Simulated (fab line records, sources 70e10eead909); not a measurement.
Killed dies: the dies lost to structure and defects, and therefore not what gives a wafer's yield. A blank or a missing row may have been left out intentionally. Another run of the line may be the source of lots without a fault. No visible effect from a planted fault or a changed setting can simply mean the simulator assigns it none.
What tool caused it?	flow nand_harc	13 lots, 38 wafers sampled, at 1 step of a route of 1159

== WHAT EACH GAUGE READ, for each wafer ==
NHARC_A_M0_OVL_MEAS_10: pitch 160 nm. Usual: overlay_x_nm 0.0 nm, standard deviation 0.89; overlay_y_nm -0.1 nm, standard deviation 0.87.
lot	measured	on	overlay_x_nm (nm)	overlay_y_nm (nm)	flag
L474	day 18 01:08	overlay-01	-0.4 0.3 -0.1	-1.6 -0.9 -1.1	
L475	day 19 07:25	overlay-02	-0.2 0.2 -0.2	0.8 0.7 0.8	
L477	day 19 14:17	overlay-02	-0.8 -0.8 -0.6	-0.3 -0.7 -0.1	
L479	day 19 19:43	overlay-02	0.4 0.3 0.7	-1.4 -1.3 -1.2	
L478	day 19 19:53	overlay-01	1.0 1.8 1.7	0.1 0.9 0.2	
L480	day 20 05:00	overlay-02	-0.7 -1.1 -1.1	1.9 2.3 1.1	
L481	day 20 10:52	overlay-02	-1.6 -1.3 -1.1	0.2 0.7 0.8	
L488	day 21 22:06	overlay-02	0.0 -0.4 -0.7	0.0 0.3 0.6	
L489	day 22 10:43	overlay-02	1.6 1.7	0.0 -0.4	
L491	day 22 18:29	overlay-02	1.0 1.0 1.1	-0.4 0.1 0.4	
L493	day 22 19:35	overlay-01	0.3 0.5 0.7	0.4 0.6 0.5	
L492	day 23 01:08	overlay-02	-0.1 -0.5 -0.4	0.0 -0.7 -0.3	
L494	day 23 16:32	overlay-01	0.1 0.3 0.2	-0.1 -0.6 -0.2	

== TOOL THAT RAN EACH LOT (tool first, then ch and the chambers of the sampled wafers, then the start) ==
There is no process step in the record ahead of these readings.

== AS READ BY THE TOOLS THEMSELVES (means over the sampled wafers that have a number; for cases with no such wafer, the mark the record gives instead) ==
The record holds no such reading with a usual standard deviation.

== THE ANSWER, worked out from the rows above alone ==
Rule: a lot counts as off when the mean over its wafers that have a number is more than 3 standard deviations away from the usual mean. A lot without any number at a reading at which 4 lots or more have one is off too. The other lots that the step has rows for count as sound. The gauges are gone through in route order, then the tools' own readings, and for those a lot's mean is taken as printed above. The first step at which some lot is off is used, and at that step the reading that is off furthest; a lot without a number counts as furthest.
None of the lots is off at any reading shown; this tells nothing.

== WHAT HAD BEEN PUT IN BY THE SIMULATOR ==
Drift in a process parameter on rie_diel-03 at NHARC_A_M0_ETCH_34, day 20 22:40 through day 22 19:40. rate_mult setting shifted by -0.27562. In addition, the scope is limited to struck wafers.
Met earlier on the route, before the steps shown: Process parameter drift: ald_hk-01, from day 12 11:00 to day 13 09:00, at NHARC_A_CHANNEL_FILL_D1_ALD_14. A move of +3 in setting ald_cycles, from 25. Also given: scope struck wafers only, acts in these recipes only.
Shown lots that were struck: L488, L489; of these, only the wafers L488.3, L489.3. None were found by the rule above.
